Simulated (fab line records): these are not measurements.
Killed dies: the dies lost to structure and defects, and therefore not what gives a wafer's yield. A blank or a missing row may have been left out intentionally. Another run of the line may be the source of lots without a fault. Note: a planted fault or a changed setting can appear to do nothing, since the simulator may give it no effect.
Which tool was responsible? -- flow nand harc -- Sampling: 12 lots, 36 wafers, 5 of 1302 route steps

WHAT THE GAUGES READ, wafer by wafer
NHARC_END_SORT_01. Usual: killed at array 55, standard deviation 17; killed at other 1.1, standard deviation 1.6; killed at periphery 3.8, standard deviation 2.5; killed dies 60, standard deviation 18; killed open 3.3, standard deviation 1.9; killed short 2.5, standard deviation 1.7.
lot,measured,on,killed at array,killed at other,killed at periphery,killed dies,killed open,killed short,flag
L706,day 26 02:26,prober-01,79 54 63,4 2 3,4 3 1,87 59 67,2 3 5,4 1 1,
L712,day 28 19:39,prober-01,61 36 46,1 1 3,7 5 8,69 42 57,7 2 4,5 3 2,
L714,day 29 14:52,prober-02,77 65 65,2 0 0,3 5 2,82 70 67,5 1 1,7 0 3,
L723,day 32 20:26,prober-01,65 47 63,5 2 4,1 8 5,71 57 72,6 2 2,4 2 0,
L722,day 32 20:58,prober-02,26 39 22,1 2 0,4 1 5,31 42 27,7 4 1,1 2 3,
L721,day 33 05:04,prober-01,40 42 44,1 1 1,4 2 3,45 45 48,1 3 5,1 2 1,

WHAT TOOL EACH LOT RAN ON (gives the tool, then ch and the chambers of the sampled wafers, and finally the start)
lot,NHARC_A_STAIRCASE_STRIP_171,NHARC_A_STAIRCASE_TRIM_24,NHARC_A_STAIRCASE_ETCH_25,NHARC_A_STAIRCASE_ETCH_27
L703,"plasma asher-01 ch 0,1, day 15 23:40","rie diel-13 ch 0,3, day 16 02:52 or earlier","rie diel-13 ch 0,1, day 16 02:52","rie diel-13 ch 2,3, no start"
L702,"plasma asher-01 ch 0,1, day 15 23:51","rie diel-08 ch 1,3, day 16 03:32 or earlier","rie diel-08 ch 0,1,2, day 16 03:32","rie diel-08 ch 1,3, no start"
L706,"plasma asher-01 ch 0,1, day 17 18:28","rie diel-13 ch 0,1, day 17 21:35 or earlier","rie diel-13 ch 2,3, day 17 21:35","rie diel-13 ch 0,1,2, day 26 02:26 or earlier"
L707,"plasma asher-01 ch 0,1, day 17 23:28","rie diel-11 ch 0,2, day 18 02:47 or earlier","rie diel-11 ch 0,3, day 18 02:47","rie diel-11 ch 0,1,2, no start"
L708,"plasma asher-02 ch 0,1, day 18 15:46","rie diel-13 ch 0,1, day 18 20:14 or earlier","rie diel-13 ch 0,1,2, day 18 20:14","rie diel-13 ch 1,2, no start"
L712,"plasma asher-01 ch 0,1, day 20 04:03","rie diel-13 ch 0,3, day 20 07:28 or earlier","rie diel-13 ch 0,2, day 20 07:28","rie diel-13 ch 0,2, day 28 19:39 or earlier"
L714,"plasma asher-02 ch 0, day 21 03:42","rie diel-13 ch 0,1, day 21 07:06 or earlier","rie diel-13 ch 0,2, day 21 07:06","rie diel-13 ch 1,3, day 29 14:52 or earlier"
L723,"plasma asher-02 ch 0,1, day 24 00:22","rie diel-13 ch 0,1,3, day 24 03:37 or earlier","rie diel-13 ch 0,1,3, day 24 03:37","rie diel-13 ch 1,2,3, day 32 20:26 or earlier"
L722,"plasma asher-02 ch 0,1, day 24 01:08","rie diel-11 ch 1,2,3, day 24 04:23 or earlier","rie diel-11 ch 0,1,3, day 24 04:23","rie diel-11 ch 0,1,3, day 32 20:58 or earlier"
L721,"plasma asher-01 ch 0,1, day 24 06:11","rie diel-08 ch 0,2,3, day 24 09:42 or earlier","rie diel-08 ch 0,3, day 24 09:42","rie diel-08 ch 0,2,3, day 33 05:04 or earlier"
L724,"plasma asher-01 ch 0,1, day 24 17:51","rie diel-08 ch 0,3, day 24 21:08 or earlier","rie diel-08 ch 2,3, day 24 21:08","rie diel-08 ch 1,2, no start"
L725,"plasma asher-01 ch 0,1, day 25 06:46","rie diel-13 ch 0,2, day 25 10:22 or earlier","rie diel-13 ch 0,1,2, day 25 10:22","rie diel-13 ch 1,3, no start"
- NHARC_A_STAIRCASE_STRIP_171: strips in O2.
- NHARC_A_STAIRCASE_TRIM_24: chemistry O2, time 211.2 s.
- NHARC_A_STAIRCASE_ETCH_25: etches the open film in C4F8/O2, target depth 100 nm, time 40.5 s.
- NHARC_A_STAIRCASE_ETCH_27: etches the open film in C4F8/O2, target depth 100 nm, time 40.5 s.

WHAT THE TOOLS THEMSELVES READ (means of the sampled wafers that have a number; where no wafer has one, the mark that the record gives instead)
NHARC_A_STAIRCASE_STRIP_171. Usual: drypump motor current A 5.6 A, standard deviation 0.52; heater power w 314 W, standard deviation 14.
lot,tool,drypump motor current A (A),heater power w (W),flag
L703,plasma asher-01,6.1,323,
L702,plasma asher-01,5.9,319,
L706,plasma asher-01,6.1,320,
L707,plasma asher-01,6.1,318,
L708,plasma asher-02,5.1,307,
L712,plasma asher-01,5.9,320,
L714,plasma asher-02,5.0,297,
L723,plasma asher-02,5.1,302,
L722,plasma asher-02,5.1,297,
L721,plasma asher-01,6.1,341,
L724,plasma asher-01,6.2,342,
L725,plasma asher-01,6.1,335,

NHARC_A_STAIRCASE_TRIM_24. Usual: drypump motor current A 6.0 A, standard deviation 0.54; oes product au 0.999 a.u., standard deviation 0.0085; rf vpp V 57.7 V, standard deviation 0.83; showerhead plenum p Torr 3.53 Torr, standard deviation 0.16; throttle valve pct 17.036 %, standard deviation 0.0099.
lot,tool,drypump motor current A (A),oes product au (a.u.),rf vpp V (V),showerhead plenum p Torr (Torr),throttle valve pct (%),flag
L703,rie diel-13,5.6,0.998,57.7,3.56,17.029,
L702,rie diel-08,6.4,0.997,58.4,3.66,17.027,
L706,rie diel-13,6.1,0.996,56.4,3.39,17.032,
L707,rie diel-11,6.3,0.993,57.6,3.36,17.031,
L708,rie diel-13,6.1,0.998,58.0,3.38,17.041,
L712,rie diel-13,5.6,1.005,57.3,3.54,17.030,
L714,rie diel-13,6.2,0.997,56.9,3.37,17.029,
L723,rie diel-13,5.9,0.994,57.1,3.44,17.038,
L722,rie diel-11,6.3,0.997,56.5,3.47,17.039,
L721,rie diel-08,5.5,1.003,57.9,3.68,17.036,
L724,rie diel-08,5.8,0.984,57.8,3.74,17.040,
L725,rie diel-13,5.4,0.993,57.4,3.58,17.048,

NHARC_A_STAIRCASE_ETCH_25. Usual: oes product au 0.943 a.u., standard deviation 0.01; rf fwd power W 592.7 W, standard deviation 2.9; rf vpp V 896 V, standard deviation 5.7.
lot,tool,oes product au (a.u.),rf fwd power W (W),rf vpp V (V),flag
L703,rie diel-13,0.940,589.6,890,
L702,rie diel-08,0.952,593.7,892,
L706,rie diel-13,0.945,593.2,900,
L707,rie diel-11,0.941,589.0,895,
L708,rie diel-13,0.944,592.5,896,
L712,rie diel-13,0.921,562.2,901,OFF
L714,rie diel-13,0.891,530.9,898,OFF
L723,rie diel-13,0.935,591.2,892,
L722,rie diel-11,0.946,590.0,892,
L721,rie diel-08,0.933,596.9,904,
L724,rie diel-08,0.941,592.9,899,
L725,rie diel-13,0.944,593.7,895,

NHARC_A_STAIRCASE_ETCH_27. Usual: oes product au 0.943 a.u., standard deviation 0.01; rf fwd power W 593 W, standard deviation 3.3; rf vpp V 896 V, standard deviation 5.6.
lot,tool,oes product au (a.u.),rf fwd power W (W),rf vpp V (V),flag
L703,rie diel-13,0.936,594,900,
L702,rie diel-08,0.941,593,897,
L706,rie diel-13,0.944,592,896,
L707,rie diel-11,0.932,591,893,
L708,rie diel-13,0.949,591,893,
L712,rie diel-13,0.942,597,897,
L714,rie diel-13,0.946,591,893,
L723,rie diel-13,0.951,593,896,
L722,rie diel-11,0.944,592,892,
L721,rie diel-08,0.940,596,901,
L724,rie diel-08,0.961,594,895,
L725,rie diel-13,0.949,596,893,

THE ANSWER, worked out from the rows above alone
Rule: take the mean of a lot's wafers that have a number; if it is more than 3 standard deviations from the usual mean, the lot is off. Also off: a lot with no number at a reading for which 4 or more lots have one. Where the step has rows for the other lots, those lots are counted as sound. After the gauges, taken in route order, come the tools' own readings; for these a lot's mean is taken, as printed above. The first step at which some lot is off is used, and at that step the reading that is off furthest; a lot without a number counts as furthest.
Off: L712, L714 (NHARC_A_STAIRCASE_ETCH_25, rf fwd power W).
A tool fits if, at that step or a process step before it, it ran every lot that is off, and no sound lot after the first of them. NHARC_A_STAIRCASE_TRIM_24: start missing for some lots; hours and lot order therefore follow NHARC_A_STAIRCASE_ETCH_25. No candidate that was tried fits.

WHAT THE SIMULATOR PUT IN
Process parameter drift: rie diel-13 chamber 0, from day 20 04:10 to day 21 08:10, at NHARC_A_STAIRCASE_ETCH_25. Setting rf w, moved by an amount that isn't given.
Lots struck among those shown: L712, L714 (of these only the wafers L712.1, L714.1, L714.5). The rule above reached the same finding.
